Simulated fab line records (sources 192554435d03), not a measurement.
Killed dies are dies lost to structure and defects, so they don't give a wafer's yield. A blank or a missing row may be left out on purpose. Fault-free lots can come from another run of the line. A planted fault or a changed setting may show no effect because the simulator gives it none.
fab line records	flow n5_finfet
record lots=9	wafers=27	last_day=18
route steps=1938 shown HKMG_FIN@413 BEOL_M4@1111 PASSIVATION@1936
lots with no fault: from the same line, run without faults
start_h: start of the lot's first displayed wafer, in hours after the record's first day	wait_h: hours elapsed since this lot's preceding step	" same as the row above	L1.1+2: a single row standing in for several wafers	- value missing, or start not given	* or withheld: withheld	< > ~ a bound
route shown NAME@n: names a module that has steps shown in the file, with the first one's number in the route	usual: mean and standard deviation over wafers with no fault	same: alike in all rows	chamber/n: place in a boat	sites: per-site readings	_std_site: the standard deviation of these	_edge_site: outer sites' mean less inner sites'	radius_mm: how far each site lies from the wafer's centre	mask NAME#n: copy n	behind: tool/chamber where the wafer was last shaped	hold: cause of the lot's hold/its duration in hours/its outcome	device: the transistor (n, p or np) that didn't switch	end of line: at the end of the route, the tests of the same wafers	for a step that has no rows: nothing shown but its recipe	killed: not the wafer's yield, but the dies lost to structure and defects at the first sort	map: dies across one wafer; x = killed, . = not, _ = none there
set.NAME: the run value of the setting; set.NAME@STEP: its run value at that earlier step	model.NAME: the simulator's own value behind a step, which no gauge read
a sample of lots followed through the steps of the route, with each step as a table and each wafer as a row
services: a tool's chamber out of use, with start hour (start_h, from the record's first day; less than 0 if before it), hours out, and reason
## steps
# step N5_HKMG_FIN_CVD_62
# recipe material=a-Si	target_thk_a=30	temp_c=500	precursor=Si2H6	pressure_torr=1	time_s=20.8
# usual heater_power_w=1428/160
lot.wafer	tool	chamber	start_h	wait_h	heater_power_w
L623.1	thermal_cvd_si-01	1	74.86	0.2	1397
L623.4	"	0	"	"	1710
L623.5	"	1	"	"	1403
L625.2	thermal_cvd_si-01	2	87.87	0.2	1347
L625.3	"	1	"	"	1380
L625.5	"	2	"	"	1320
L631.1	thermal_cvd_si-02	2	124.78	0.2	1362
L631.2	"	0	"	"	1573
L631.3	"	1	"	"	1233
L633.2	thermal_cvd_si-02	0	135.31	0.2	1570
L633.3	"	2	"	"	1352
L633.4	"	1	"	"	1229
L639.3	thermal_cvd_si-02	0	168.27	0.2	1544
L639.4	"	0	"	"	1535
L639.6	"	2	"	"	1369
L640.2	thermal_cvd_si-02	1	183.33	0.2	1244
L640.4	"	2	"	"	1372
L640.5	"	0	"	"	1571
L643.2	thermal_cvd_si-02	0	192.69	0.2	1555
L643.3	"	2	"	"	1354
L643.6	"	2	"	"	1355
L644.1	thermal_cvd_si-01	0	200.21	0.2	1739
L644.3	"	2	"	"	1313
L644.5	"	0	"	"	1687
L646.1	thermal_cvd_si-01	2	214.78	0.2	1370
L646.2	"	1	"	"	1388
L646.4	"	1	"	"	1380
# step N5_HKMG_FIN_CD_MEAS_12
# recipe target_cd_nm=92.8	landing_energy_ev=500	detector=se_inlens
# usual cd_nm=93.5/0.78
lot.wafer	tool	chamber	start_h	wait_h	cd_nm
L623.1	cd_sem-03	0	76.42	-	94.8
L623.4	"	0	"	"	93.9
L623.5	"	0	"	"	93.7
L625.2	cd_sem-02	0	89.45	-	93.1
L625.3	"	0	"	"	93.6
L625.5	"	0	"	"	93.7
L631.1	cd_sem-01	0	126.39	-	92.7
L631.2	"	0	"	"	94.1
L631.3	"	0	"	"	92.3
L633.2	cd_sem-02	0	136.87	-	94.6
L633.3	"	0	"	"	92.8
L633.4	"	0	"	"	93.4
L639.3	cd_sem-03	0	169.82	-	93.5
L639.4	"	0	"	"	93.1
L639.6	"	0	"	"	92.1
L640.2	cd_sem-01	0	184.93	-	93.5
L640.4	"	0	"	"	94.4
L640.5	"	0	"	"	93.7
L643.2	cd_sem-03	0	194.35	-	93.9
L643.3	"	0	"	"	93.3
L643.6	"	0	"	"	93.7
L644.1	cd_sem-01	0	201.65	-	92.7
L644.3	"	0	"	"	93.3
L644.5	"	0	"	"	93.0
L646.1	cd_sem-03	0	216.45	-	93.3
L646.2	"	0	"	"	93.6
L646.4	"	0	"	"	93.7
# step N5_HKMG_FIN_ALD_91
# recipe material=TiN	target_thk_a=10	temp_c=400	ald_precursor_family=TiCl4	ald_co_reactant=NH3	pulse_time_s=1	purge_time_s=3	co_reactant_purge_time_s=2	co_reactant_pulse_time_s=2	ald_cycles=47	pressure_torr=3
# usual heater_power_outer_w=525/52	heater_power_w=868/81	precursor_pulse_height_rel=1.002/0.018	susceptor_temp_C=399.98/0.22
lot.wafer	tool	chamber	start_h	wait_h	heater_power_outer_w	heater_power_w	precursor_pulse_height_rel	susceptor_temp_C
L623.1	ald_metal-02	2	77.49	0.3	463	784	0.994	399.61
L623.4	"	1	"	"	426	741	1.000	399.61
L623.5	"	0	"	"	530	897	0.998	399.83
L625.2	ald_metal-01	3	90.52	0.3	510	884	0.972	399.94
L625.3	"	0	"	"	531	851	1.009	400.07
L625.5	"	2	"	"	546	895	1.022	400.22
L631.1	ald_metal-02	0	127.52	0.3	533	888	1.006	399.94
L631.2	"	3	"	"	582	931	1.003	400.05
L631.3	"	2	"	"	459	783	0.977	399.95
L633.2	ald_metal-03	2	137.93	0.3	496	823	1.032	399.79
L633.3	"	1	"	"	476	752	0.967	399.84
L633.4	"	3	"	"	490	749	1.005	400.09
L639.3	ald_metal-02	2	171.20	0.1	630	1055	0.987	447.30
L639.4	"	0	"	"	727	1145	1.002	447.25
L639.6	"	0	"	"	722	1192	0.989	447.48
L640.2	ald_metal-02	3	186.00	0.3	798	1230	1.029	447.42
L640.4	"	1	"	"	601	946	0.970	447.53
L640.5	"	3	"	"	777	1215	0.978	447.30
L643.2	ald_metal-01	0	195.45	0.3	508	852	0.988	400.22
L643.3	"	2	"	"	547	890	1.034	400.36
L643.6	"	3	"	"	533	861	1.001	400.07
L644.1	ald_metal-01	0	203.57	0.3	518	848	1.003	400.12
L644.3	"	1	"	"	617	1036	0.970	399.97
L644.5	"	2	"	"	541	887	0.994	400.01
L646.1	ald_metal-03	0	217.52	0.3	485	885	1.023	399.68
L646.2	"	1	"	"	464	748	0.984	399.83
L646.4	"	3	"	"	488	771	1.009	400.00
# step N5_HKMG_FIN_STRIP_89
# recipe chemistry=N2/H2	material=SOC	time_s=20	power_w=500	temp_c=40	pressure_mtorr=50	rf_frequency_hz=6e+07	bias_power_w=8	h2_frac=0.5	n2_flow_sccm=300	h2_flow_sccm=300
# usual bias_power_w=8.002/0.023	drypump_motor_current_A=5.7/0.52	oes_product_au=0.79/0.09	rf_vpp_V=54.2/0.89	showerhead_plenum_p_Torr=3.37/0.11	throttle_valve_pct=19.0/0.47
lot.wafer	tool	chamber	start_h	wait_h	bias_power_w	drypump_motor_current_A	oes_product_au	rf_hours_counter_h	rf_vpp_V	showerhead_plenum_p_Torr	throttle_valve_pct
L623.1	rie_diel-05	1	77.89	0.0	7.980	5.5	0.72	201	53.5	3.32	19.1
L623.4	"	0	"	"	7.981	5.5	0.82	74	53.6	3.29	19.3
L623.5	"	1	"	"	7.989	5.4	0.71	-	54.5	3.32	19.1
L625.2	rie_diel-05	0	90.99	0.0	7.950	5.5	0.82	80	53.8	3.28	19.3
L625.3	"	3	"	"	7.967	5.8	0.68	237	55.5	3.32	19.8
L625.5	"	0	"	"	7.976	5.5	0.83	-	55.2	3.28	19.3
L631.1	rie_diel-02	3	127.92	0.0	8.003	6.5	0.72	188	54.6	3.35	18.7
L631.2	"	1	"	"	8.021	5.3	0.76	156	54.7	3.35	18.9
L631.3	"	2	"	"	7.993	4.7	0.80	101	55.1	3.50	18.2
L633.2	rie_diel-02	0	138.45	0.0	7.974	5.5	0.82	115	52.2	3.40	18.9
L633.3	"	1	"	"	7.990	5.3	0.75	159	55.0	3.35	18.9
L633.4	"	3	"	"	7.989	6.5	0.72	192	53.3	3.34	18.7
L639.3	rie_diel-06	0	171.60	0.0	7.966	4.8	0.86	46	53.5	3.31	19.7
L639.4	"	2	"	"	7.994	6.4	0.92	22	53.9	3.56	18.3
L639.6	"	1	"	"	7.966	5.6	0.70	-	53.8	3.41	18.8
L640.2	rie_diel-05	0	186.40	0.0	8.004	5.4	0.79	115	53.6	3.27	19.4
L640.4	"	3	"	"	8.031	5.8	0.91	16	53.8	3.30	19.5
L640.5	"	3	"	"	8.035	5.7	0.90	-	54.0	3.30	19.5
L643.2	rie_diel-06	1	195.96	0.0	8.002	5.5	0.68	246	54.9	3.40	18.8
L643.3	"	3	"	"	8.028	5.7	0.99	0	53.5	3.27	18.2
L643.6	"	1	"	"	8.000	5.6	0.68	-	55.5	3.40	18.8
L644.1	rie_diel-02	2	204.00	0.0	8.003	4.7	0.76	129	54.9	3.48	18.2
L644.3	"	1	"	"	7.988	5.3	0.74	180	55.4	3.34	18.9
L644.5	"	2	"	"	7.995	4.8	0.77	-	54.6	3.48	18.2
L646.1	rie_diel-06	3	217.92	0.0	7.983	5.7	0.94	10	54.2	3.26	18.2
L646.2	"	2	"	"	8.004	6.4	0.88	43	53.2	3.55	18.3
L646.4	"	2	"	"	8.007	6.4	0.87	-	54.3	3.55	18.3
# step N5_BEOL_M4_RC_MEAS_101
# usual DIBL_N=37.1/2.4	DIBL_P=37/3	IOFF_N=0.18/0.053	IOFF_N_LONG=5.47e-05/1.9e-06	IOFF_P=0.21/0.05	IOFF_P_LONG=0.000101/7.9e-06	ION_N=674/14	ION_P=459/9.2	SS_N=72.1/0.9	SS_P=73.4/0.89	VT_N=250/3.8	VT_N_LONG=275.4/1.7	VT_N_LVT=98/3.8	VT_P=-251/3.7	VT_P_LONG=-277.1/2.6
lot.wafer	tool	chamber	start_h	wait_h	DIBL_N[mV/V]	DIBL_P[mV/V]	IOFF_N[nA/um]	IOFF_N_LONG[nA/um]	IOFF_P[nA/um]	IOFF_P_LONG[nA/um]	ION_N[uA/um]	ION_P[uA/um]	SS_N[mV/dec]	SS_P[mV/dec]	VT_N[mV]	VT_N_LONG[mV]	VT_N_LVT[mV]	VT_P[mV]	VT_P_LONG[mV]
L623.1	prober-02	0	179.75	0.0	39.7	42	0.23	5.24e-05	0.30	9.7e-05	684	470	72.4	74.6	245	276.1	96	-248	-278.1
L623.4	"	0	"	"	38.3	39	0.19	5.32e-05	0.22	9.6e-05	667	455	71.9	73.9	249	277.6	98	-253	-277.6
L623.5	"	0	"	"	39.1	41	0.21	5.15e-05	0.27	9.8e-05	673	467	72.2	74.2	245	277.2	95	-248	-277.7
L625.2	prober-02	0	200.38	0.2	35.7	35	0.16	5.53e-05	0.22	0.000107	671	464	71.8	72.9	249	274.0	99	-249	-276.7
L625.3	"	0	"	"	37.7	36	0.19	5.52e-05	0.22	0.000107	677	461	72.6	73.0	251	275.3	100	-249	-275.7
L625.5	"	0	"	"	34.8	34	0.14	5.49e-05	0.18	0.000102	656	455	71.9	72.3	253	273.1	103	-249	-273.5
L631.1	prober-01	0	232.04	0.0	33.4	31	0.11	5.34e-05	0.15	9.1e-05	663	456	70.8	72.4	256	275.2	103	-254	-280.1
L631.2	"	0	"	"	39.3	38	0.22	5.41e-05	0.24	9.1e-05	685	465	72.2	73.3	247	276.9	97	-249	-277.4
L631.3	"	0	"	"	36.0	34	0.14	5.28e-05	0.18	9.2e-05	661	443	71.0	72.4	254	275.6	103	-253	-279.0
L633.2	prober-02	0	234.89	0.2	37.4	35	0.20	5.5e-05	0.18	9.3e-05	679	453	72.4	73.6	248	276.3	96	-253	-277.6
L633.3	"	0	"	"	37.3	39	0.17	5.24e-05	0.22	9.5e-05	670	455	71.4	74.0	251	279.4	99	-252	-276.1
L633.4	"	0	"	"	38.5	39	0.20	5.27e-05	0.22	0.000101	672	449	73.4	74.6	250	278.4	98	-251	-278.7
L639.3	prober-02	0	274.10	0.3	35.3	33	0.07	3.65e-05	0.20	0.000114	622	463	70.9	72.4	269	291.5	119	-249	-267.7
L639.4	"	0	"	"	39.8	40	0.11	3.7e-05	0.31	0.000122	643	477	72.8	74.7	266	291.9	116	-241	-272.3
L639.6	"	0	"	"	37.4	37	0.08	3.62e-05	0.26	0.00012	625	467	71.4	73.0	270	292.5	118	-244	-268.7
L640.2	prober-02	0	282.61	0.2	32.8	32	0.06	3.7e-05	0.20	0.000125	620	465	70.1	71.6	275	292.9	123	-248	-267.9
L640.4	"	0	"	"	36.2	36	0.09	3.71e-05	0.28	0.000127	632	475	71.6	73.3	267	291.0	117	-242	-268.1
L640.5	"	0	"	"	34.8	32	0.07	3.83e-05	0.22	0.000129	624	469	71.4	72.0	272	293.1	123	-245	-269.1
L643.2	prober-02	0	288.24	0.2	41.6	41	0.28	5.61e-05	0.27	9.8e-05	683	463	73.6	75.0	243	276.7	92	-248	-277.3
L643.3	"	0	"	"	35.2	35	0.14	5.5e-05	0.17	0.000103	651	446	71.9	72.9	255	277.5	101	-255	-278.8
L643.6	"	0	"	"	39.3	38	0.24	5.69e-05	0.23	9.6e-05	682	461	73.2	74.9	247	273.2	94	-251	-275.4
L644.1	prober-02	0	309.30	0.0	32.5	33	0.12	5.49e-05	0.14	9.2e-05	665	453	71.2	72.1	252	275.7	98	-255	-277.8
L644.3	"	0	"	"	36.1	37	0.17	5.58e-05	0.18	0.000101	690	459	71.7	72.8	249	274.0	94	-255	-279.0
L644.5	"	0	"	"	37.3	39	0.21	5.5e-05	0.22	9.6e-05	697	464	72.5	74.6	244	271.5	91	-252	-280.5
L646.1	prober-01	0	312.45	0.0	34.9	35	0.13	5.24e-05	0.16	9.7e-05	662	456	71.0	73.0	254	277.1	101	-253	-275.5
L646.2	"	0	"	"	37.6	38	0.16	5.06e-05	0.19	9.1e-05	662	448	71.7	73.5	254	278.5	100	-253	-277.6
L646.4	"	0	"	"	37.8	39	0.19	5.15e-05	0.22	9.5e-05	681	460	71.8	73.7	249	274.8	96	-252	-280.1
# step N5_PASSIVATION_PROBE_49
# usual defect_limited_yield=91.6/1.4	killed_at_M0_to_M3=32/9.5	killed_at_M4_up=13/6	killed_at_contacts=12/5.6	killed_at_front_end=39/11	killed_at_other=2.8/2.3	killed_dies=99/16	killed_open=65/12	killed_short=32/7.6	sort_bin_4_leakage=0.1/0.88	sort_bin_5_function=4.8/0.88	sort_bin_6_memory=3.2/0.65	sort_bin_8_speed=0.2/2	sort_n_pass=1077/29	sort_yield_pct=91.2/2.5
# same gross_dies=1180	killed_at_back_side=0
lot.wafer	tool	chamber	start_h	wait_h	defect_limited_yield[%]	killed_at_M0_to_M3	killed_at_M4_up	killed_at_contacts	killed_at_front_end	killed_at_other	killed_dies	killed_open	killed_short	sort_bin_4_leakage[%]	sort_bin_5_function[%]	sort_bin_6_memory[%]	sort_bin_8_speed[%]	sort_n_pass	sort_yield_pct[%]
L625.2	prober-02	-	318.21	0.1	92.1	34	11	7	40	1	93	59	34	0	4.3	3.5	0	1087	92.1
L625.3	prober-02	-	318.26	0.1	93.1	23	22	4	31	2	82	63	19	0	4.3	2.4	0	1098	93.1
L625.5	prober-02	-	318.36	0.2	92.7	15	17	20	33	1	86	51	35	0	4.2	2.7	0	1094	92.7
L633.2	prober-02	-	343.54	0.1	91.0	28	14	12	49	3	106	69	37	0	4.8	3.7	0	1074	91.0
L633.3	prober-02	-	343.59	0.1	91.3	24	9	14	51	5	103	76	27	0	4.9	3.3	0	1077	91.3
L633.4	prober-02	-	343.64	0.2	91.2	44	11	6	38	5	104	72	32	0	5.2	3.3	0	1076	91.2
L639.3	prober-01	-	375.82	0.8	91.4	35	19	9	35	3	101	75	26	0	5.2	3.0	28.8	739	62.6
L639.4	prober-01	-	375.87	0.9	88.7	38	20	24	51	0	133	92	36	0	5.8	4.5	0.2	1045	88.6
L639.6	prober-01	-	375.97	1.0	89.7	30	30	12	49	1	122	88	33	0	5.4	4.6	10.1	939	79.6
L643.2	prober-01	-	394.98	0.1	90.1	54	6	8	48	1	117	76	41	0.2	5.3	4.3	0	1061	89.9
L643.3	prober-01	-	395.03	0.1	90.5	29	15	15	51	2	112	72	39	0	5.4	3.4	0	1068	90.5
L643.6	prober-01	-	395.18	0.3	89.5	31	14	13	60	6	124	83	41	0	6.4	3.8	0	1056	89.5
L640.2	prober-02	-	397.35	0.7	92.5	37	7	17	25	2	88	59	29	0	4.4	2.8	51.3	487	41.3
L640.4	prober-02	-	397.45	0.8	90.1	33	20	5	59	0	117	65	42	0	5.2	3.1	11.1	932	79.0
L640.5	prober-02	-	397.50	0.8	90.4	45	6	12	49	1	113	68	38	0	5.9	2.9	47.5	506	42.9
# killed by level:class
L625.2 BEOL_M2:geometric_particle:open=12 FIN_SAQP:geometric_particle:short=8 STI_FIN_REVEAL:geometric_particle:open=7 BEOL_M0_SAQP:geometric_particle:open=7 GATE_CUT:geometric_particle:short=6 BEOL_M4:geometric_particle:open=6 STARTING-WAFER:geometric_particle:open=6 MOL_CONTACT_COAG:geometric_particle:open=5
L625.3 BEOL_M4:geometric_particle:open=17 STI_FIN_REVEAL:geometric_particle:open=9 BEOL_M0:geometric_particle:open=6 DUMMY_GATE:geometric_particle:open=5 BEOL_M3:geometric_particle:open=5 GATE_CUT:geometric_particle:short=4 MOL_CONTACT_COAG:geometric_particle:open=4 BEOL_M0_SAQP:geometric_particle:open=4
L625.5 MOL_CONTACT_COAG:geometric_particle:open=15 FIN_SAQP:geometric_particle:short=9 FIN_SAQP:geometric_particle:open=7 STI_FIN_REVEAL:geometric_particle:open=6 BEOL_M4:geometric_particle:open=6 BEOL_M4:geometric_particle:short=6 GATE_CUT:geometric_particle:short=5 MOL_CONTACT_COAG:geometric_particle:short=5
L633.2 FIN_SAQP:geometric_particle:open=16 FIN_SAQP:geometric_particle:short=10 MOL_CONTACT_COAG:geometric_particle:open=10 BEOL_M2:geometric_particle:open=8 BEOL_M3:geometric_particle:open=7 STI_FIN_REVEAL:geometric_particle:open=6 BEOL_M4:geometric_particle:open=5 BEOL_M0_SAQP:geometric_particle:short=4
L633.3 FIN_SAQP:geometric_particle:open=16 STI_FIN_REVEAL:geometric_particle:open=14 MOL_CONTACT_COAG:geometric_particle:open=11 BEOL_M1:geometric_particle:open=6 FIN_SAQP:geometric_particle:short=5 BEOL_M0_SAQP:geometric_particle:open=5 STARTING-WAFER:geometric_particle:open=5 STI_FIN_REVEAL:geometric_particle:short=4
L633.4 BEOL_M2:geometric_particle:open=14 BEOL_M1:geometric_particle:open=13 FIN_SAQP:geometric_particle:open=11 FIN_SAQP:geometric_particle:short=7 MOL_CONTACT_COAG:geometric_particle:open=5 STARTING-WAFER:geometric_particle:short=5 STI_FIN_REVEAL:geometric_particle:open=4 BEOL_M0_SAQP:geometric_particle:short=4
L639.3 BEOL_M4:geometric_particle:open=13 FIN_SAQP:geometric_particle:open=8 STI_FIN_REVEAL:geometric_particle:open=8 MOL_CONTACT_COAG:geometric_particle:open=8 BEOL_M0_SAQP:geometric_particle:open=7 BEOL_M0_SAQP:geometric_particle:short=6 BEOL_M2:geometric_particle:open=6 DUMMY_GATE:geometric_particle:open=5
L639.4 MOL_CONTACT_COAG:geometric_particle:open=21 BEOL_M1:geometric_particle:open=13 BEOL_M4:geometric_particle:open=11 STI_FIN_REVEAL:geometric_particle:open=10 BEOL_M0_SAQP:geometric_particle:open=10 FIN_SAQP:geometric_particle:short=9 DUMMY_GATE:geometric_particle:open=7 BEOL_M2:geometric_particle:open=6
L639.6 BEOL_M4:geometric_particle:open=14 STI_FIN_REVEAL:geometric_particle:open=13 FIN_SAQP:geometric_particle:open=10 BEOL_M0_SAQP:geometric_particle:open=10 MOL_CONTACT_COAG:geometric_particle:open=9 DUMMY_GATE:geometric_particle:open=8 BEOL_M1:geometric_particle:short=8 BEOL_M0_SAQP:geometric_particle:short=6
L643.2 FIN_SAQP:geometric_particle:open=18 BEOL_M1:geometric_particle:short=16 BEOL_M1:geometric_particle:open=14 BEOL_M2:geometric_particle:open=9 FIN_SAQP:geometric_particle:short=7 MOL_CONTACT_COAG:geometric_particle:open=7 BEOL_M0_SAQP:geometric_particle:open=6 DUMMY_GATE:geometric_particle:open=4
L643.3 FIN_SAQP:geometric_particle:short=13 FIN_SAQP:geometric_particle:open=12 MOL_CONTACT_COAG:geometric_particle:open=12 DUMMY_GATE:geometric_particle:open=7 BEOL_M2:geometric_particle:open=7 STI_FIN_REVEAL:geometric_particle:open=6 BEOL_M0_SAQP:geometric_particle:open=5 BEOL_M4:geometric_particle:open=5
L643.6 FIN_SAQP:geometric_particle:open=14 FIN_SAQP:geometric_particle:short=11 MOL_CONTACT_COAG:geometric_particle:open=11 DUMMY_GATE:geometric_particle:open=10 STI_FIN_REVEAL:geometric_particle:open=9 BEOL_M5:geometric_particle:open=7 BEOL_M2:geometric_particle:open=6 BEOL_M0_SAQP:geometric_particle:open=5
L640.2 MOL_CONTACT_COAG:geometric_particle:open=13 BEOL_M0_SAQP:geometric_particle:open=10 BEOL_M0_SAQP:geometric_particle:short=9 STI_FIN_REVEAL:geometric_particle:open=8 BEOL_M2:geometric_particle:open=7 MOL_CONTACT_COAG:geometric_particle:short=4 BEOL_M1:geometric_particle:open=4 GATE_CUT:geometric_particle:open=3
L640.4 FIN_SAQP:geometric_particle:open=16 FIN_SAQP:geometric_particle:short=11 BEOL_M0_SAQP:geometric_particle:short=9 HKMG_FIN:area_etch=9 BEOL_M0_SAQP:geometric_particle:open=8 STI_FIN_REVEAL:geometric_particle:open=6 BEOL_M1:geometric_particle:open=5 BEOL_M2:geometric_particle:open=5
L640.5 FIN_SAQP:geometric_particle:open=12 BEOL_M0_SAQP:geometric_particle:open=12 BEOL_M0_SAQP:geometric_particle:short=12 BEOL_M1:geometric_particle:open=11 MOL_CONTACT_COAG:geometric_particle:open=10 FIN_SAQP:geometric_particle:short=9 HKMG_FIN:area_etch=7 BEOL_M2:geometric_particle:open=5
## services
tool	chamber	start_h	hours	kind
thermal_cvd_si-02	1	51.97	22.3	repair
ald_metal-03	-	60.05	0.3	repair
ald_metal-02	-	60.06	0.9	repair
ald_metal-03	3	72.41	25.3	repair
rie_diel-05	2	83.03	-	clean
rie_diel-05	2	83.03	-	consumable_replace:focus_ring
rie_diel-05	2	83.03	-	consumable_replace:showerhead
rie_diel-06	0	93.20	17.5	repair
thermal_cvd_si-02	2	95.86	10.7	repair
thermal_cvd_si-02	-	98.50	0.4	repair
ald_metal-03	-	99.22	0.8	repair
ald_metal-03	-	105.92	14.6	pm
ald_metal-02	1	110.16	20.2	repair
rie_diel-05	2	111.68	4.3	repair
thermal_cvd_si-01	-	119.76	6.0	pm
thermal_cvd_si-01	-	132.48	0.3	repair
thermal_cvd_si-01	0	144.29	8.0	repair
rie_diel-05	0	153.50	6.6	repair
ald_metal-03	-	156.72	0.3	repair
ald_metal-01	-	164.29	0.6	repair
thermal_cvd_si-01	-	165.47	1.8	repair
ald_metal-02	-	198.18	6.0	pm
rie_diel-05	-	198.73	14.6	pm
ald_metal-02	-	205.63	1.7	repair
## key
first_sign step=N5_HKMG_FIN_ALD_91	reading=susceptor_temp_C	direction=up	sigmas=99+	usual=*	struck=*
effect step=N5_HKMG_FIN_ALD_91	reading=heater_power_outer_w	direction=up	sigmas=3.6	usual=*	struck=*
effect step=N5_BEOL_M4_RC_MEAS_101	reading=VT_N_LONG	direction=up	sigmas=9.8	usual=275.4	struck=292.1
effect step=N5_BEOL_M4_RC_MEAS_101	reading=IOFF_N_LONG	direction=down	sigmas=9.4	usual=5.47e-05	struck=3.7e-05
effect step=N5_BEOL_M4_RC_MEAS_101	reading=VT_N_LVT	direction=up	sigmas=5.6	usual=98	struck=119
effect step=N5_BEOL_M4_RC_MEAS_101	reading=VT_N	direction=up	sigmas=5.3	usual=250	struck=270
effect step=N5_BEOL_M4_RC_MEAS_101	reading=ION_N	direction=down	sigmas=3.3	usual=674	struck=628
effect step=N5_BEOL_M4_RC_MEAS_101	reading=VT_P_LONG	direction=up	sigmas=3.2	usual=-277.1	struck=-269.0
effect step=N5_BEOL_M4_RC_MEAS_101	reading=IOFF_P_LONG	direction=up	sigmas=2.8	usual=0.000101	struck=0.000123
effect step=N5_BEOL_M4_RC_MEAS_101	reading=IOFF_N	direction=down	sigmas=2	usual=0.18	struck=0.08
effect step=N5_BEOL_M4_RC_MEAS_101	reading=VT_P	direction=up	sigmas=1.7	usual=-251	struck=-245
effect step=N5_PASSIVATION_PROBE_49	reading=sort_bin_8_speed	direction=up	sigmas=12	usual=0.2	struck=24.8	wafers_moved=5
met_at N5_HKMG_FIN_ALD_91
struck_lots L639,L640
not_acting_at N5_HKMG_FIN_CVD_62,N5_HKMG_FIN_CD_MEAS_12,N5_HKMG_FIN_STRIP_89
onset_between 127.52 171.20
fault kind=process_parameter_drift	tool=ald_metal-02	chamber=-	onset_h=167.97	steps=N5_HKMG_FIN_ALD_91	channel=temp_c	offset=*	shape=step	end_h=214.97	acts_in=*	stated=*
